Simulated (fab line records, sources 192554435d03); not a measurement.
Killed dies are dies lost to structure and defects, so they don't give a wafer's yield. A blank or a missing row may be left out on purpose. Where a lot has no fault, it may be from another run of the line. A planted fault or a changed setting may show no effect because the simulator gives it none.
Problem report in the 8D (eight disciplines) form, filled by code + flow n5Finfet + the parts of the form that need people (team, actions taken, sign-off) are left out

1. WHAT WENT WRONG
Mean M15_RS at N5_BEOL_M15_RS_MEAS_54: 32.3350 ohm/sq over 6 wafers in 2 lots; fault-free wafers: 0.0216 ohm/sq, standard deviation 0.0005. That is +99 or more standard deviations from the usual mean.
The step: measures by four-point-probe.
The first sign was on wafer L819.4 at day 15 02:45, on filmMetro-01. Wafers with a number at this step in the record: 24, from 8 lots. Rule for "out" (also "out of limits"): further than 4 standard deviations from the usual mean. The other wafers with a number count as sound.

2. WHAT IT IS, WHAT IT ISN'T
| question                    | is                         | is not                                                                         |
|-----------------------------|----------------------------|--------------------------------------------------------------------------------|
| which readings at this step | M15_RS                     | -                                                                              |
| which lots                  | L819, L823                 | L808, L814, L815, L829, L830, L831                                             |
| which wafers of those lots  | all that have a number     | -                                                                              |
| read on which gauges        | filmMetro-01, filmMetro-02 | -                                                                              |
| when                        | from day 15 02:45          | up to then (9 sound wafers); but 9 sound wafers of L829, L830, L831 came after |

3. SUSPECTS, AND WHAT RULES EACH OUT
Counting: a tool stays on the suspect list if, at a process step up to the reading, it processed all lots that are out and no sound lot following the first of them.
- ruled out: the gauge at N5_BEOL_M15_RS_MEAS_54. 2 gauges (filmMetro-01, filmMetro-02) read the wafers that are out.
- rieDiel-06 at N5_BEOL_M15_TRENCH_ETCH_34 (etches SiO2 in C4F8/O2/Ar, target depth 872.93 nm, time 199 s): kept. It ran every lot that is out, first L819 (day 14 22:24), and no sound lot after that; its last sound lot up to then is L815 (day 12 18:29).
- pvdSputter-03 at N5_BEOL_M15_SPUTTER_45 (material Cu, target thk 100 nm, time 16.67 s): kept. It ran every lot that is out, first L819 (day 15 01:42), and no sound lot after that; its last sound lot up to then is L815 (day 12 22:23).
Left after counting: rieDiel-06 at N5_BEOL_M15_TRENCH_ETCH_34, pvdSputter-03 at N5_BEOL_M15_SPUTTER_45.

4. THE CAUSE (what the simulator had put in)
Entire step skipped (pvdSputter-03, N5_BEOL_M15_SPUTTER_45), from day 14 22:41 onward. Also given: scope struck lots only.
Of the 2 suspects that counting leaves, this tool is one.

5. SEQUENCE OF EFFECTS, ordered by route
One row per reading whose mean, taken over the struck wafers that have a number, lies over 3 standard deviations from the usual. Only readings whose record carries a usual standard deviation are examined. hours: median over the lots of the time between each lot's start at the first step of this table that gives one and its start at this step. sigmas: the change, counted in usual standard deviations.
| hours | step                    | reading             | usual         | on struck wafers | change   | sigmas      |
|-------|-------------------------|---------------------|---------------|------------------|----------|-------------|
| 0     | N5_BEOL_M15_RS_MEAS_54  | M15_RS              | 0.0216 ohm/sq | 32.3350          | +32.3134 | +99 or more |
| 17    | N5_PASSIVATION_PROBE_49 | defectLimitedYield  | 91.2 %        | 0.0              | -91.2    | -57         |
| 17    | N5_PASSIVATION_PROBE_49 | killed_at_M4_up     | 13            | 1088             | +1075    | +99 or more |
| 17    | N5_PASSIVATION_PROBE_49 | killedDies          | 104           | 1180             | +1076    | +57         |
| 17    | N5_PASSIVATION_PROBE_49 | killedOnRim         | 14            | 152              | +138     | +33         |
| 17    | N5_PASSIVATION_PROBE_49 | sort_bin_5_function | 5.3 %         | 96.4             | +91.1    | +83         |
| 17    | N5_PASSIVATION_PROBE_49 | sortNPass           | 1076          | 0                | -1076    | -57         |
| 17    | N5_PASSIVATION_PROBE_49 | sortYieldPct        | 91.2 %        | 0.0              | -91.2    | -57         |
It contains these process steps:
- N5_PASSIVATION_PROBE_49
Readings that are blank on the struck wafers while sound wafers have them: biasV at N5_BEOL_M15_SPUTTER_45; cathodeDcPowerW at N5_BEOL_M15_SPUTTER_45; substrateTempC at N5_BEOL_M15_SPUTTER_45; throttleValvePct at N5_BEOL_M15_SPUTTER_45; M15_THK at N5_BEOL_M15_THK_MEAS_50.

6. WHAT WOULD HAVE CAUGHT IT SOONER
Counted from the fault's start at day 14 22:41, it took 4 hours until the first out-of-limits reading at a measuring or inspecting step in this record, taken at day 15 02:45.
Between N5_BEOL_M15_SPUTTER_45 and N5_BEOL_M15_RS_MEAS_54, N5_BEOL_M15_THK_MEAS_50 gave no M15_THK on the struck wafers, where sound wafers have one: a measuring or inspecting step that comes back empty is itself a sign.
At N5_BEOL_M15_SPUTTER_45 the tool's readings are blank on the struck wafers, where sound wafers have them: an empty tool record is the first sign, and it was there at once.
Among the 2 lots that are out, L823 began N5_BEOL_M15_SPUTTER_45 on pvdSputter-03 after day 15 02:45. A tool hold placed at that time would have kept it from harm.
